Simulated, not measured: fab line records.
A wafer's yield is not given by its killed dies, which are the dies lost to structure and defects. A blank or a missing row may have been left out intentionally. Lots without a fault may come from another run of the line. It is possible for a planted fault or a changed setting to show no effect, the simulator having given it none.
The tool behind it: which one? || flow nand-harc || 18 wafers from 6 lots sampled at 4 of the route's 1302 steps

WHAT THE GAUGES SHOWED, per wafer
NHARC_THIN_TSV_INSPECT_40.
{"lot": "L325", "measured": "day 25 08:27", "on": "defect-inspect-01", "raw-defect-count": "537 544 500"}
{"lot": "L329", "measured": "day 27 07:28", "on": "defect-inspect-02", "raw-defect-count": "581 547 484"}
{"lot": "L331", "measured": "day 28 23:27", "on": "defect-inspect-02", "raw-defect-count": "826 542 596"}
{"lot": "L334", "measured": "day 29 14:29", "on": "defect-inspect-02", "raw-defect-count": "541 609 804"}
{"lot": "L337", "measured": "day 31 15:02", "on": "defect-inspect-01", "raw-defect-count": "1748 1727 1599"}
{"lot": "L343", "measured": "day 33 09:13", "on": "defect-inspect-01", "raw-defect-count": "624 602 668"}

TOOL THAT RAN EACH LOT (tool first, then ch and the chambers of the sampled wafers, then the start)
{"lot": "L325", "NHARC_THIN_TSV_STRIP_45": "plasma-asher-01 ch 0,1, day 24 21:33", "NHARC_THIN_TSV_ANNEAL_52": "rtp-anneal-02 ch 0, day 25 00:26", "NHARC_THIN_TSV_STRIP_57": "wet-bench-08 ch 2,3,6, day 25 03:21"}
{"lot": "L329", "NHARC_THIN_TSV_STRIP_45": "plasma-asher-01 ch 0,1, day 26 20:31", "NHARC_THIN_TSV_ANNEAL_52": "rtp-anneal-02 ch 0, day 26 23:23", "NHARC_THIN_TSV_STRIP_57": "wet-bench-10 ch 1,2,4, day 27 02:22"}
{"lot": "L331", "NHARC_THIN_TSV_STRIP_45": "plasma-asher-02 ch 0,1, day 28 09:37", "NHARC_THIN_TSV_ANNEAL_52": "rtp-anneal-01 ch 0, day 28 12:30", "NHARC_THIN_TSV_STRIP_57": "wet-bench-08 ch 2,3,4, day 28 15:26"}
{"lot": "L334", "NHARC_THIN_TSV_STRIP_45": "plasma-asher-02 ch 0,1, day 29 02:52", "NHARC_THIN_TSV_ANNEAL_52": "rtp-anneal-02 ch 0, day 29 05:43", "NHARC_THIN_TSV_STRIP_57": "wet-bench-08 ch 0,4,5, day 29 08:40"}
{"lot": "L337", "NHARC_THIN_TSV_STRIP_45": "plasma-asher-02 ch 0, day 31 04:55", "NHARC_THIN_TSV_ANNEAL_52": "rtp-anneal-02 ch 0, day 31 07:53", "NHARC_THIN_TSV_STRIP_57": "wet-bench-08 ch 4,5,7, day 31 10:38"}
{"lot": "L343", "NHARC_THIN_TSV_STRIP_45": "plasma-asher-01 ch 0,1, day 32 20:58", "NHARC_THIN_TSV_ANNEAL_52": "rtp-anneal-01 ch 0, day 32 23:54", "NHARC_THIN_TSV_STRIP_57": "wet-bench-10 ch 2,5,6, day 33 02:47"}
- NHARC_THIN_TSV_STRIP_45: strips in O2.
- NHARC_THIN_TSV_ANNEAL_52: time 90 s.
- NHARC_THIN_TSV_STRIP_57: strips in post etch residue remover, time 1200 s.

THE ANSWER, worked out from the rows above alone
Rule: usual is defined by the lots themselves. The widest of any qualifying gaps counts: lots, ordered by their means at a reading, are off when they make up no more than a third of the lots, leave a main group of 4 or more, and stand apart from it by 3 or more times the standard deviation of that group's means. A main group is skipped when, at the precision printed for the reading in the tables above, its means are all equal. Also off: a lot with no number at a reading for which 4 or more lots have one. Where the step has rows for the other lots, those lots are counted as sound.
Off at NHARC_THIN_TSV_INSPECT_40 (raw-defect-count): L337. Main group: mean 600, sd 56.
A tool fits if, at a process step before that reading, it ran every lot that is off, and no sound lot after the first of them. Those tools and the gauges at NHARC_THIN_TSV_INSPECT_40 are tried in the same way. Can't be told from this: 3 tools fit, plasma-asher-02 at NHARC_THIN_TSV_STRIP_45, rtp-anneal-02 at NHARC_THIN_TSV_ANNEAL_52, wet-bench-08 at NHARC_THIN_TSV_STRIP_57.

WHAT THE SIMULATOR HAD INSERTED
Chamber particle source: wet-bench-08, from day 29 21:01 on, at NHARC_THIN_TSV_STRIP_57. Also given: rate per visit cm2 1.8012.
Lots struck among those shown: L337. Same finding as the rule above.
